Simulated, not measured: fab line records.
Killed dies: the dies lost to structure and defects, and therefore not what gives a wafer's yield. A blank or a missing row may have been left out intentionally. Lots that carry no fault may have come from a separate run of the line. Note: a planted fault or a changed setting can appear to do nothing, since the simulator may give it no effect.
Matching of chambers :: flow n5_finfet :: N5_SDB_CMP_30 on cmp-03: 4 sister chambers
The step polishes, stops on poly-Si, t overpolish 1.54 s, target thk 30 nm. 20 wafers are shown with their chamber, then 10 later ones without.

== WAFERS WITH THEIR CHAMBER ==
wafer: L075.1
chamber: 2
motor_current_A (A): 14.1
time_to_endpoint_s (s): 16.1
overpolish_run_s (s): 1.535

wafer: L075.2
chamber: 1
motor_current_A (A): 12.0
time_to_endpoint_s (s): 16.1
overpolish_run_s (s): 1.539

wafer: L075.4
chamber: 3
motor_current_A (A): 12.3
time_to_endpoint_s (s): 16.9
overpolish_run_s (s): 1.535

wafer: L076.1
chamber: 2
motor_current_A (A): 14.2
time_to_endpoint_s (s): 18.3
overpolish_run_s (s): 1.522

wafer: L076.3
chamber: 3
motor_current_A (A): 12.9
time_to_endpoint_s (s): 17.5
overpolish_run_s (s): 1.533

wafer: L076.5
chamber: 1
motor_current_A (A): 12.3
time_to_endpoint_s (s): 18.3
overpolish_run_s (s): 1.523

wafer: L080.2
chamber: 3
motor_current_A (A): 13.1
time_to_endpoint_s (s): 17.8
overpolish_run_s (s): 1.539

wafer: L080.4
chamber: 2
motor_current_A (A): 14.1
time_to_endpoint_s (s): 18.2
overpolish_run_s (s): 1.539

wafer: L080.5
chamber: 2
motor_current_A (A): 14.0
time_to_endpoint_s (s): 19.9
overpolish_run_s (s): 1.541

wafer: L083.2
chamber: 3
motor_current_A (A): 12.9
time_to_endpoint_s (s): 18.9
overpolish_run_s (s): 1.535

wafer: L083.4
chamber: 2
motor_current_A (A): 13.6
time_to_endpoint_s (s): 18.9
overpolish_run_s (s): 1.560

wafer: L083.6
chamber: 3
motor_current_A (A): 13.0
time_to_endpoint_s (s): 19.5
overpolish_run_s (s): 1.524

wafer: L084.1
chamber: 0
motor_current_A (A): 14.2
time_to_endpoint_s (s): 19.4
overpolish_run_s (s): 1.539

wafer: L084.2
chamber: 3
motor_current_A (A): 11.8
time_to_endpoint_s (s): 17.5
overpolish_run_s (s): 1.547

wafer: L084.3
chamber: 2
motor_current_A (A): 14.2
time_to_endpoint_s (s): 21.0
overpolish_run_s (s): 1.535

wafer: L089.1
chamber: 3
motor_current_A (A): 12.7
time_to_endpoint_s (s): 19.4
overpolish_run_s (s): 1.541

wafer: L089.3
chamber: 1
motor_current_A (A): 12.5
time_to_endpoint_s (s): 17.0
overpolish_run_s (s): 1.520

wafer: L089.4
chamber: 2
motor_current_A (A): 14.0
time_to_endpoint_s (s): 19.3
overpolish_run_s (s): 1.531

wafer: L090.2
chamber: 3
motor_current_A (A): 12.6
time_to_endpoint_s (s): 20.1
overpolish_run_s (s): 1.528

wafer: L090.5
chamber: 3
motor_current_A (A): 12.5
time_to_endpoint_s (s): 17.1
overpolish_run_s (s): 1.543

SIGNATURES, as means of the wafers listed above
reading: motor_current_A
chamber 0: 14.200
chamber 1: 12.267
chamber 2: 14.029
chamber 3: 12.644
scatter within a chamber: 0.326

reading: time_to_endpoint_s
chamber 0: 19.400
chamber 1: 17.133
chamber 2: 18.814
chamber 3: 18.300
scatter within a chamber: 1.32

reading: overpolish_run_s
chamber 0: 1.53900
chamber 1: 1.52733
chamber 2: 1.53757
chamber 3: 1.53611
scatter within a chamber: 0.00951
Rule: distance of a wafer from a chamber = root of the sum over the readings of ((wafer's reading minus chamber's mean) / reading's scatter) squared. The wafer belongs to the nearest chamber; if the next one is less than 2 further off, it can't be placed. The scatter: take each reading less its chamber's mean, square it, sum over the shown wafers, divide by the number of wafers less the number of chambers, and take the root.

== WAFERS WITHOUT THEIR CHAMBER ==
wafer: L090.6
motor_current_A (A): 14.5
time_to_endpoint_s (s): 18.4
overpolish_run_s (s): 1.539

wafer: L091.1
motor_current_A (A): 14.5
time_to_endpoint_s (s): 23.0
overpolish_run_s (s): 1.540

wafer: L091.4
motor_current_A (A): 12.6
time_to_endpoint_s (s): 20.9
overpolish_run_s (s): 1.534

wafer: L091.5
motor_current_A (A): 14.1
time_to_endpoint_s (s): 22.6
overpolish_run_s (s): 1.547

wafer: L094.2
motor_current_A (A): 13.8
time_to_endpoint_s (s): 18.1
overpolish_run_s (s): 1.523

wafer: L094.3
motor_current_A (A): 12.4
time_to_endpoint_s (s): 16.8
overpolish_run_s (s): 1.539

wafer: L094.6
motor_current_A (A): 14.0
time_to_endpoint_s (s): 19.8
overpolish_run_s (s): 1.540

wafer: L096.1
motor_current_A (A): 13.9
time_to_endpoint_s (s): 15.8
overpolish_run_s (s): 1.531

wafer: L096.4
motor_current_A (A): 13.9
time_to_endpoint_s (s): 18.7
overpolish_run_s (s): 1.534

wafer: L096.5
motor_current_A (A): 12.3
time_to_endpoint_s (s): 16.3
overpolish_run_s (s): 1.554

== WHICH CHAMBER EACH ONE RAN IN ==
wafer: L090.6
from the rows above: can't be placed: 0 or 2
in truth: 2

wafer: L091.1
from the rows above: can't be placed: 0 or 2
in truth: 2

wafer: L091.4
from the rows above: can't be placed: 3 or 1
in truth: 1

wafer: L091.5
from the rows above: can't be placed: 0 or 2
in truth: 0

wafer: L094.2
from the rows above: can't be placed: 2 or 0
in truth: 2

wafer: L094.3
from the rows above: can't be placed: 1 or 3
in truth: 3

wafer: L094.6
from the rows above: can't be placed: 0 or 2
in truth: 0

wafer: L096.1
from the rows above: can't be placed: 2 or 0 or 3
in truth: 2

wafer: L096.4
from the rows above: can't be placed: 2 or 0
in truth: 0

wafer: L096.5
from the rows above: can't be placed: 3 or 1
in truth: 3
Correct placement for 0 of the 10. From these rows, 10 cannot be placed; in 10 the true chamber is one of the candidates. Wrongly placed: 0.
